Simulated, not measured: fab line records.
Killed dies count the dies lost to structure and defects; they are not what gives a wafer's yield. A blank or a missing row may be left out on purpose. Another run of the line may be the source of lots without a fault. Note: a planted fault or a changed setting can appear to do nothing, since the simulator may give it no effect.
Code-filled problem report in 8D (eight disciplines) form || flow n5_finfet || the parts of the form that need people (team, actions taken, sign-off) are left out

## 1. THE PROBLEM
Mean of spin_speed_rpm at N5_BEOL_M9_COAT_05: 1722.0 rpm across 6 wafers in 2 lots; on wafers with no fault it is 1499.9 rpm (standard deviation 0.9). So: +99 or more standard deviations from the usual mean.
The step: resist thk 90 nm.
The first sign was on wafer L677.1 at day 12 23:11, on litho_track-01. At this step, 18 wafers from 6 lots have a number in the record. The rule behind "out" and "out of limits": a value lying over 4 standard deviations away from the usual mean. Any other wafer with a number is counted as sound.

## 2. WHAT IT IS, WHAT IT ISN'T
{"question": "which readings at this step", "is": "spin_speed_rpm", "is not": "-"}
{"question": "which lots", "is": "L677, L683", "is not": "L666, L667, L672, L676"}
{"question": "which wafers of those lots", "is": "all that have a number", "is not": "-"}
{"question": "read on which tools", "is": "litho_track-01", "is not": "litho_track-04, litho_track-05"}
{"question": "when", "is": "from day 12 23:11", "is not": "up to then (12 sound wafers)"}

## 3. THE SUSPECTS, EACH WITH WHAT RULES IT OUT
Counting: a tool at a process step up to the reading stays a suspect if it ran every lot that is out and no sound lot after the first of them.
- pecvd-04 at N5_BEOL_M8_DEP_56 (deposits SiCN from 3MS/NH3, target thk 10 nm, time 17.5 s): kept. It ran every lot that is out, first L677 (day 12 20:52), and no sound lot after that.
- pecvd-03 at N5_BEOL_M9_ILD_DEP_00 (deposits SiCOH lowk from DEMS/porogen, target thk 308.51 nm, time 58 s): kept. Every lot that is out went through it, starting with L677 (day 12 21:00), and after that it ran no sound lot; the last sound lot it ran before then is L667 (day 10 03:37).
- pvd_sputter-01 at N5_BEOL_M9_HM_DEP_02 (deposits TiN, target thk 20 nm): kept. Every lot that is out went through it, starting with L677 (day 12 23:03), and after that it ran no sound lot; the last sound lot it ran before then is L666 (day 10 02:01).
- litho_track-01 at N5_BEOL_M9_COAT_05 (resist thk 90 nm): kept. Every lot that is out went through it, starting with L677 (day 12 23:11), and after that it ran no sound lot; the last sound lot it ran before then is L666 (day 10 02:10). Its own readings are out on those wafers: spin_speed_rpm.
Left after counting: pecvd-04 at N5_BEOL_M8_DEP_56, pecvd-03 at N5_BEOL_M9_ILD_DEP_00, pvd_sputter-01 at N5_BEOL_M9_HM_DEP_02, litho_track-01 at N5_BEOL_M9_COAT_05.

## 4. THE CAUSE (what the simulator had put in)
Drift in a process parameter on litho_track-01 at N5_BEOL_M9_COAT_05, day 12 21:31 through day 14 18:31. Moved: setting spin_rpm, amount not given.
This tool is one of the 4 suspects left after counting.

## 5. THE CHAIN OF EFFECTS, in route order
One row per reading whose mean, taken over the struck wafers that have a number, lies over 3 standard deviations from the usual. Readings are gone through only where the record gives a usual standard deviation; hours: the median, over the lots, of the time from a lot's start at the first step in this table giving one to that lot's start at this step; sigmas: the change measured in usual standard deviations.
{"hours": 0, "step": "N5_BEOL_M9_COAT_05", "reading": "spin_speed_rpm", "usual": "1499.9 rpm", "on struck wafers": 1722.0, "change": "+222.1", "sigmas": "+99 or more"}
Its process steps:
- N5_BEOL_M9_COAT_05: resist thk 90 nm.
At these later measuring or inspecting steps, every struck wafer for which the step has a row has a number for every such reading, and none has moved that far: N5_BEOL_M9_CD_MEAS_11, N5_BEOL_M9_OVL_MEAS_12, N5_BEOL_M9_INSPECT_13.

## 6. HOW IT WOULD HAVE BEEN CAUGHT EARLIER
2 hours passed between the start of the fault at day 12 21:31 and the first reading out of limits in this record, taken at day 12 23:11.
